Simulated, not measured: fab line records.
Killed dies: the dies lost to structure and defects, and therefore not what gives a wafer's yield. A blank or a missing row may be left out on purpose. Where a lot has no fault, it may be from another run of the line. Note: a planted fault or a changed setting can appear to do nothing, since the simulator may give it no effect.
fab line records / flow n5Finfet
record lots=4 wafers=12 lastDay=16
route steps=1938 shown BEOL_M5@1120 PASSIVATION@1936
lots that met no fault: from a run of the same line without faults
startH: the number of hours between the record's first day and the start of the first shown wafer of the lot / waitH: hours from the lot's prior step to this one / " unchanged from the row above / L1.1+2: a row that stands for several wafers / - either no value or no given start / * or withheld: withheld / < > ~ a bound
route shown NAME@n: a module of which the file shows steps, and the number in the route of the first / usual: average and standard deviation across the fault-free wafers / same: alike in all rows / chamber/n: place in a boat / sites: per-site readings / _std_site: standard deviation across them / _edge_site: the outer-site mean with the inner-site mean subtracted / radiusMm: for every site, how far away it sits from the centre of the wafer / mask NAME#n: copy n / behind: the last tool/chamber to shape the wafer / hold: reason for holding the lot/hours on hold/outcome of the hold / device: which transistor (n, p or np) failed to switch / end of line: the same wafers' tests at the end of the route / step lacking rows: just its recipe / killed: the dies lost at the first sort to structure and to defects; this is not the yield of the wafer / map: a wafer's dies, marking killed ones x, the rest . and places with no die _
set.NAME: setting as actually run; set.NAME@STEP: the setting as run at that earlier step / model.NAME: the simulator's own value behind a step, which no gauge read
lots at selected steps of the route; one table per step, one row per wafer
services: from which hour (startH, from the record's first day; less than 0 if before it) a tool's chamber was out of use, for how many hours, and why
## steps
# step N5_BEOL_M5_COAT_05
# recipe resist=CAR-EUV spinRpm=1500 resistThkNm=30
# step N5_BEOL_M5_EBR_07
# recipe solvent=PGMEA ebrWidthMm=1.5
# step N5_BEOL_M5_SOFTBAKE_06
# recipe tempC=110 timeS=60 resist=CAR-EUV
# step N5_BEOL_M5_EXPOSE_08
# recipe maskId=M5 na=0.33 sourceShape=annular sigmaInner=0.4 sigmaOuter=0.8 polarization=unpolarized targetCdNm=28 doseMj=35.75
# step N5_BEOL_M5_PEB_09
# recipe pebTempC=100 pebTimeS=60 resist=CAR-EUV
# step N5_BEOL_M5_DEVELOP_10
# recipe developTimeS=30 developer=TMAH resist=CAR-EUV rinseLiquid=surfactantRinse dry=airSpin devTempC=23
# step N5_BEOL_M5_DESCUM_16
# recipe chemistry=O2 timeS=7 sourcePowerW=50 biasPowerW=20 pressureMtorr=20 rfFrequencyHz=2.712e+07 tempC=40 resist=CAR-EUV o2FlowSccm=225
# step N5_BEOL_M5_ETCH_72
# recipe chemistry=N2/H2 target=underlayer targetDepthA=65 maskMaterial=CAR-EUV timeS=5.2 ionEnergyEv=200 pressureMtorr=30 sourceW=840 biasW=150 n2FlowSccm=200 h2FlowSccm=200 ends=cleared
# step N5_BEOL_M5_ETCH_61
# recipe chemistry=CF4 target=SiARC targetDepthA=156 maskMaterial=CAR-EUV timeS=26 ionEnergyEv=80 pressureMtorr=40 sourceW=545 biasW=36 Ar_flow_sccm=100 cf4FlowSccm=100 ends=cleared
# step N5_BEOL_M5_ETCH_62
# recipe chemistry=N2/H2 target=SOC targetDepthA=750 overetchA=150 maskMaterial=SiARC tempC=40 timeS=112.5 ionEnergyEv=200 pressureMtorr=30 sourceW=840 biasW=150 n2FlowSccm=200 h2FlowSccm=200
# usual drypumpMotorCurrentA=5.8/0.51 oesProductAu=0.64/0.06 rfFwdPowerW=836.8/3 rfVppV=524.8/2.5 showerheadPlenumPTorr=2.58/0.091 throttleValvePct=17.85/0.27
lot.wafer=L130.1 tool=rieDiel-06 chamber=1 startH=174.60 waitH=0.0 drypumpMotorCurrentA=5.6 oesProductAu=0.59 rfFwdPowerW=837.6 rfHoursCounterH=178 rfVppV=521.0 showerheadPlenumPTorr=2.43 throttleValvePct=17.88
lot.wafer=L130.2 tool=rieDiel-06 chamber=2 startH=174.60 waitH=0.0 drypumpMotorCurrentA=6.5 oesProductAu=0.61 rfFwdPowerW=832.9 rfHoursCounterH=149 rfVppV=524.1 showerheadPlenumPTorr=2.53 throttleValvePct=17.77
lot.wafer=L130.4 tool=rieDiel-06 chamber=0 startH=174.60 waitH=0.0 drypumpMotorCurrentA=5.7 oesProductAu=0.68 rfFwdPowerW=833.9 rfHoursCounterH=40 rfVppV=524.7 showerheadPlenumPTorr=2.60 throttleValvePct=17.56
lot.wafer=L143.1 tool=rieDiel-06 chamber=0 startH=256.64 waitH=0.0 drypumpMotorCurrentA=5.7 oesProductAu=0.66 rfFwdPowerW=831.1 rfHoursCounterH=64 rfVppV=524.9 showerheadPlenumPTorr=2.59 throttleValvePct=17.61
lot.wafer=L143.2 tool=rieDiel-06 chamber=2 startH=256.64 waitH=0.0 drypumpMotorCurrentA=6.5 oesProductAu=0.60 rfFwdPowerW=831.9 rfHoursCounterH=173 rfVppV=523.8 showerheadPlenumPTorr=2.52 throttleValvePct=17.83
lot.wafer=L143.6 tool=rieDiel-06 chamber=3 startH=256.64 waitH=0.0 drypumpMotorCurrentA=6.6 oesProductAu=0.64 rfFwdPowerW=841.4 rfHoursCounterH=- rfVppV=521.0 showerheadPlenumPTorr=2.47 throttleValvePct=17.82
lot.wafer=L142.1 tool=rieDiel-06 chamber=2 startH=256.92 waitH=0.0 drypumpMotorCurrentA=6.5 oesProductAu=0.60 rfFwdPowerW=837.9 rfHoursCounterH=174 rfVppV=523.4 showerheadPlenumPTorr=2.52 throttleValvePct=17.81
lot.wafer=L142.5 tool=rieDiel-06 chamber=1 startH=256.92 waitH=0.0 drypumpMotorCurrentA=5.5 oesProductAu=0.57 rfFwdPowerW=835.9 rfHoursCounterH=- rfVppV=522.3 showerheadPlenumPTorr=2.42 throttleValvePct=17.92
lot.wafer=L142.6 tool=rieDiel-06 chamber=2 startH=256.92 waitH=0.0 drypumpMotorCurrentA=6.5 oesProductAu=0.60 rfFwdPowerW=837.0 rfHoursCounterH=- rfVppV=523.3 showerheadPlenumPTorr=2.52 throttleValvePct=17.82
lot.wafer=L148.3 tool=rieDiel-02 chamber=3 startH=290.00 waitH=0.0 drypumpMotorCurrentA=6.5 oesProductAu=0.68 rfFwdPowerW=841.3 rfHoursCounterH=45 rfVppV=524.8 showerheadPlenumPTorr=2.58 throttleValvePct=17.45
lot.wafer=L148.4 tool=rieDiel-02 chamber=2 startH=290.00 waitH=0.0 drypumpMotorCurrentA=5.1 oesProductAu=0.62 rfFwdPowerW=835.1 rfHoursCounterH=109 rfVppV=521.4 showerheadPlenumPTorr=2.46 throttleValvePct=17.69
lot.wafer=L148.6 tool=rieDiel-02 chamber=3 startH=290.00 waitH=0.0 drypumpMotorCurrentA=6.6 oesProductAu=0.68 rfFwdPowerW=843.4 rfHoursCounterH=- rfVppV=524.3 showerheadPlenumPTorr=2.58 throttleValvePct=17.45
# step N5_BEOL_M5_STRIP_63
# recipe chemistry=N2/H2 tempC=40 n2FlowSccm=200 h2FlowSccm=200 rfFrequencyHz=6e+07
# step N5_BEOL_M5_STRIP_73
# recipe chemistry=N2/H2 tempC=40 n2FlowSccm=200 h2FlowSccm=200 rfFrequencyHz=6e+07
# step N5_BEOL_M5_STRIP_64
# recipe chemistry=CF4 resist=SiARC powerW=300 biasPowerW=75 pressureMtorr=50 cf4FlowSccm=150 rfFrequencyHz=6e+07
# step N5_BEOL_M5_HM_OPEN_17
# recipe chemistry=Cl2/BCl3 targetDepthA=200 overetchA=60 target=TiN maskMaterial=SOC ionEnergyEv=150 pressureMtorr=10 icpW=1000 biasW=126 Cl2_flow_sccm=53.25 bcl3FlowSccm=21.75 Ar_flow_sccm=25
# step N5_BEOL_M5_STRIP_19
# recipe chemistry=O2 powerW=400 tempC=40 pressureMtorr=30 rfFrequencyHz=6e+07 biasPowerW=0 overashFraction=0.2 o2FlowSccm=225
# step N5_BEOL_M5_COAT_65
# recipe resist=SOC tempC=250 timeS=60 spinRpm=1500 resistThkNm=60
# step N5_BEOL_M5_COAT_66
# recipe resist=SiARC tempC=220 timeS=60 spinRpm=1500 resistThkNm=12
# step N5_BEOL_M5_COAT_74
# recipe resist=underlayer tempC=205 timeS=60 spinRpm=1500 resistThkNm=5
# step N5_BEOL_M5_COAT_22
# recipe resist=CAR-EUV spinRpm=1500 resistThkNm=30
# step N5_BEOL_M5_EBR_24
# recipe solvent=PGMEA ebrWidthMm=1.5
# step N5_BEOL_M5_SOFTBAKE_23
# recipe tempC=110 timeS=60 resist=CAR-EUV
# step N5_BEOL_M5_EXPOSE_25
# recipe maskId=V4 na=0.33 sourceShape=quasar sigmaInner=0.2 sigmaOuter=0.6 polarization=unpolarized defocusNm=10 doseMj=52.75
# step N5_BEOL_M5_PEB_26
# recipe pebTempC=100 pebTimeS=60 resist=CAR-EUV
# step N5_BEOL_M5_DEVELOP_27
# recipe developTimeS=30 developer=TMAH resist=CAR-EUV rinseLiquid=surfactantRinse dry=airSpin devTempC=23
# step N5_BEOL_M5_INSPECT_30
# recipe mode=adi inspectInstrument=brightfield
# usual rawDefectCount=413/95
lot.wafer=L130.1 tool=defectInspect-01 chamber=- startH=175.51 waitH=0.1 rawDefectCount=254
lot.wafer=L130.2 tool=defectInspect-01 chamber=- startH=175.51 waitH=0.1 rawDefectCount=408
lot.wafer=L130.4 tool=defectInspect-01 chamber=- startH=175.51 waitH=0.1 rawDefectCount=377
lot.wafer=L143.1 tool=defectInspect-01 chamber=- startH=258.05 waitH=0.1 rawDefectCount=920
lot.wafer=L143.2 tool=defectInspect-01 chamber=- startH=258.05 waitH=0.1 rawDefectCount=902
lot.wafer=L143.6 tool=defectInspect-01 chamber=- startH=258.05 waitH=0.1 rawDefectCount=901
lot.wafer=L142.1 tool=defectInspect-01 chamber=- startH=258.22 waitH=0.1 rawDefectCount=977
lot.wafer=L142.5 tool=defectInspect-01 chamber=- startH=258.22 waitH=0.1 rawDefectCount=1135
lot.wafer=L142.6 tool=defectInspect-01 chamber=- startH=258.22 waitH=0.1 rawDefectCount=1062
lot.wafer=L148.3 tool=defectInspect-01 chamber=- startH=291.70 waitH=0.0 rawDefectCount=493
lot.wafer=L148.4 tool=defectInspect-01 chamber=- startH=291.70 waitH=0.0 rawDefectCount=606
lot.wafer=L148.6 tool=defectInspect-01 chamber=- startH=291.70 waitH=0.0 rawDefectCount=383
# step N5_BEOL_M5_DESCUM_33
# recipe chemistry=O2 timeS=7 sourcePowerW=50 biasPowerW=20 pressureMtorr=20 rfFrequencyHz=2.712e+07 tempC=40 resist=CAR-EUV o2FlowSccm=225
# step N5_PASSIVATION_PROBE_49
# usual defectLimitedYield=91.2/1.5 killed_at_M0_to_M3=35/11 killed_at_M4_up=13/5.6 killedAtContacts=13/6.3 killedAtFrontEnd=38/12 killedAtOther=3.7/2.9 killedDies=104/18 killedOpen=69/13 killedShort=34/8.3 sort_bin_5_function=5.2/0.95 sort_bin_6_memory=3.3/0.68 sortNPass=1076/18 sortYieldPct=91.2/1.5
# same grossDies=1180 killedAtBackSide=0 sort_bin_4_leakage[%]=0 sort_bin_8_speed[%]=0
lot.wafer=L142.1 tool=prober-01 chamber=- startH=359.75 waitH=0.0 defectLimitedYield[%]=81.4 killed_at_M0_to_M3=38 killed_at_M4_up=131 killedAtContacts=19 killedAtFrontEnd=30 killedAtOther=1 killedDies=219 killedOpen=71 killedShort=31 sort_bin_5_function[%]=11.3 sort_bin_6_memory[%]=4.9 sortNPass=961 sortYieldPct[%]=81.4
lot.wafer=L142.5 tool=prober-01 chamber=- startH=359.95 waitH=0.2 defectLimitedYield[%]=86.0 killed_at_M0_to_M3=63 killed_at_M4_up=50 killedAtContacts=22 killedAtFrontEnd=28 killedAtOther=2 killedDies=165 killedOpen=89 killedShort=36 sort_bin_5_function[%]=7.8 sort_bin_6_memory[%]=4.5 sortNPass=1015 sortYieldPct[%]=86.0
lot.wafer=L142.6 tool=prober-01 chamber=- startH=360.00 waitH=0.3 defectLimitedYield[%]=82.6 killed_at_M0_to_M3=37 killed_at_M4_up=117 killedAtContacts=14 killedAtFrontEnd=33 killedAtOther=4 killedDies=205 killedOpen=61 killedShort=35 sort_bin_5_function[%]=12.0 sort_bin_6_memory[%]=3.5 sortNPass=975 sortYieldPct[%]=82.6
lot.wafer=L143.1 tool=prober-01 chamber=- startH=362.73 waitH=0.0 defectLimitedYield[%]=82.4 killed_at_M0_to_M3=31 killed_at_M4_up=136 killedAtContacts=5 killedAtFrontEnd=31 killedAtOther=5 killedDies=208 killedOpen=48 killedShort=32 sort_bin_5_function[%]=11.3 sort_bin_6_memory[%]=3.7 sortNPass=972 sortYieldPct[%]=82.4
lot.wafer=L143.2 tool=prober-01 chamber=- startH=362.78 waitH=0.1 defectLimitedYield[%]=83.5 killed_at_M0_to_M3=24 killed_at_M4_up=124 killedAtContacts=4 killedAtFrontEnd=33 killedAtOther=10 killedDies=195 killedOpen=48 killedShort=28 sort_bin_5_function[%]=10.0 sort_bin_6_memory[%]=4.1 sortNPass=985 sortYieldPct[%]=83.5
lot.wafer=L143.6 tool=prober-01 chamber=- startH=362.98 waitH=0.3 defectLimitedYield[%]=83.1 killed_at_M0_to_M3=18 killed_at_M4_up=133 killedAtContacts=5 killedAtFrontEnd=39 killedAtOther=5 killedDies=200 killedOpen=49 killedShort=23 sort_bin_5_function[%]=10.8 sort_bin_6_memory[%]=3.4 sortNPass=980 sortYieldPct[%]=83.1
# killed by level:class
L142.1 BEOL_M5:unspecified=117 STI_FIN_REVEAL:geometricParticle:open=14 MOL_CONTACT_COAG:geometricParticle:open=13 BEOL_M1:geometricParticle:open=10 BEOL_M2:geometricParticle:open=8 BEOL_M0_SAQP:geometricParticle:open=7 BEOL_M0_SAQP:geometricParticle:short=7 FIN_SAQP:geometricParticle:short=6
L142.5 BEOL_M5:unspecified=39 MOL_CONTACT_COAG:geometricParticle:open=19 BEOL_M0_SAQP:geometricParticle:open=14 BEOL_M3:geometricParticle:open=11 BEOL_M0_SAQP:geometricParticle:short=10 BEOL_M1:geometricParticle:open=9 BEOL_M2:geometricParticle:open=9 STI_FIN_REVEAL:geometricParticle:open=6
L142.6 BEOL_M5:unspecified=109 STI_FIN_REVEAL:geometricParticle:open=14 MOL_CONTACT_COAG:geometricParticle:open=9 BEOL_M2:geometricParticle:open=9 BEOL_M0_SAQP:geometricParticle:short=8 FIN_SAQP:geometricParticle:open=6 STARTING-WAFER:geometricParticle:short=6 BEOL_M1:geometricParticle:open=6
L143.1 BEOL_M5:unspecified=127 STI_FIN_REVEAL:geometricParticle:open=13 BEOL_M0_SAQP:geometricParticle:short=6 BEOL_M2:geometricParticle:open=6 FIN_SAQP:geometricParticle:short=5 GATE_CUT:geometricParticle:short=4 BEOL_M0_SAQP:geometricParticle:open=4 BEOL_M0:geometricParticle:open=4
L143.2 BEOL_M5:unspecified=119 BEOL_M0_SAQP:geometricParticle:open=6 FIN_SAQP:geometricParticle:open=5 PASS1_CAP:geometricParticle:open=5 ILD0:geometricParticle:short=4 ILD0:geometricParticle:open=4 GATE_CUT:geometricParticle:short=4 MOL_CONTACT_COAG:geometricParticle:open=4
L143.6 BEOL_M5:unspecified=127 STI_FIN_REVEAL:geometricParticle:open=13 BEOL_M3:geometricParticle:open=5 FIN_SAQP:geometricParticle:short=4 DUMMY_GATE:geometricParticle:open=4 MOL_CONTACT_COAG:geometricParticle:open=4 STARTING-WAFER:geometricParticle:short=4 BEOL_M0_SAQP:geometricParticle:open=3
# map L142.1 (x killed, . not)
_________________.......x....________________
______________.........x..x....._____________
___________.x...........xx.........__________
__________..x..x..x............x...._________
________.................x............_______
_______.x....................x...x.....______
______.......................x.x.......x_____
_____........x..x.........x..x.....x.....____
____........................x..x.........x___
___........x.....x..x.....x..x...x...x..x..__
___......x.x..............x.......x...xxx..__
__.......x........x...........x.....x.x....._
__......x......................x....x..xx.x._
_...................x.....x.......xx.xxxxxxx.
_....xx.....x....x................xxxxxxxxxx.
_...x............................xxxxxxxxxxxx
_....................x...........xxxxxxxxxxxx
_......x.........................xxxxxxxxxxxx
_.....................x.....x.....xxxxxxxxxxx
_............x........x....x.x.x.xxxxxxxxxxxx
_..xx..x.....x........x..x.........xxxxxxxxxx
__..............x...x....xx.....x..xxxxxx.xx_
__..x............x.........xx..xx..xxxxx.xxx_
___......x.....x.......................xxx.__
___x...............xx.x......x...xx..x.x...__
____xx....................................___
_____...................x....xx....xx....____
______.............x....x..............._____
_______................................______
________..x....x............x........x_______
__________...........x.............._________
___________........................__________
______________.x................_____________
_________________.......x.x..________________
# map L143.1 (x killed, . not)
_________________...x.....x..________________
______________x........x.....x.._____________
___________....xx.x...............x__________
__________x..x....x.x..x............_________
________.....x.xxxxxxxxx.............._______
_______......x..xxxxxxxxx..............______
______....x.x.xxxxxxxxxxx.x............._____
_____......xxxxxxxxxxxxx.xx..............____
____......xxxxxxxxxxxxxxxx..x.......xx....___
___x........xxxxxxxxxxxxx.x................__
___.........xxxxxxxxxxxxx.x.....x..........__
__.........xxxxxxxxxxxx...............x....._
__..........x.x.xxxxxxxxx.x.....x......x...._
_..............xx.xxxxxx.x...x..........xx.x.
_..............x....x.....x..................
_............x.x....xx.x.....................
_.x......x........................x..xx......
_.............................x..............
_x......x..............x.....x...x...........
_.........................x...x..............
_.........................xx..xx.............
__...................x....x................._
__.x.....................x....x......x......_
___...........x.......x.x............x.....__
___............x.x......................x..__
____.....................x................___
_____..x.........x...............xx......____
______.....................x....x..x...._____
_______.........x..x............x......______
________................x............._______
__________........................x._________
___________.....x.....x...x....x...__________
______________.....x............_____________
_________________............________________
## services
tool=rieDiel-02 chamber=2 startH=187.47 hours=42.2 kind=repair
## key
firstSign step=N5_BEOL_M5_INSPECT_30 reading=rawDefectCount direction=up sigmas=6 usual=413 struck=983
effect step=N5_PASSIVATION_PROBE_49 reading=killed_at_M4_up direction=up sigmas=18 usual=13 struck=115
moreKillsBornAt N5_BEOL_M5_ETCH_62@rieDiel-06=638
metAt N5_BEOL_M5_ETCH_62
struckWafers L142.1,L142.5,L142.6,L143.1,L143.2,L143.6
onsetBetween 174.60 256.64
fault kind=chamberParticleSource tool=rieDiel-06 chamber=- onsetH=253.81 steps=N5_BEOL_M5_ETCH_62 ratePerVisitCm2=0.95567 endH=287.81
